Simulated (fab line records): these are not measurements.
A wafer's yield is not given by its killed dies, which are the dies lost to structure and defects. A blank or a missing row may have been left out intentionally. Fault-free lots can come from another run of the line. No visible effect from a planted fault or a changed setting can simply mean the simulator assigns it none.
Which tool did it? :: flow n5 finfet :: route of 1938 steps, sampled at 1 step: 9 lots, 27 wafers

WHAT THE GAUGES READ, wafer by wafer
N5_FIN_SAQP_OCD_MEAS_76.
lot: L076
measured: day 2 17:38
on: ocd-01
trench depth nm (nm): 120.4 119.0 122.0

lot: L078
measured: day 3 04:43
on: ocd-01
trench depth nm (nm): 118.4 118.3 117.1

lot: L080
measured: day 3 14:51
on: ocd-01
trench depth nm (nm): 123.5 121.0 120.2

lot: L083
measured: day 4 09:17
on: ocd-02
trench depth nm (nm): 115.8 119.1 117.4

lot: L085
measured: day 4 22:38
on: ocd-02
trench depth nm (nm): 123.0 120.1 118.3

lot: L087
measured: day 5 09:34
on: ocd-01
trench depth nm (nm): 122.7 118.4 119.1

lot: L090
measured: day 6 01:47
on: ocd-02
trench depth nm (nm): 117.3 120.8 116.1

lot: L092
measured: day 6 14:52
on: ocd-01
trench depth nm (nm): 117.6 121.7 116.7

lot: L094
measured: day 7 01:59
on: ocd-01
trench depth nm (nm): 117.3 116.7 115.5

TOOL THAT RAN EACH LOT (tool first, then ch and the chambers of the sampled wafers, then the start)
The record holds no process step before these readings.

THE ANSWER, worked out from the rows above alone
Rule: usual is defined by the lots themselves. The widest of any qualifying gaps counts: lots, ordered by their means at a reading, are off when they make up no more than a third of the lots, leave a main group of 4 or more, and stand apart from it by 3 or more times the standard deviation of that group's means. A main group whose means are all the same, to the digits that the tables above print for the reading, isn't used. Also off: a lot with no number at a reading for which 4 or more lots have one. The other lots that the step has rows for count as sound.
No lot is off on any of the readings shown, so nothing can be concluded from this.

WHAT WAS PUT IN BY THE SIMULATOR
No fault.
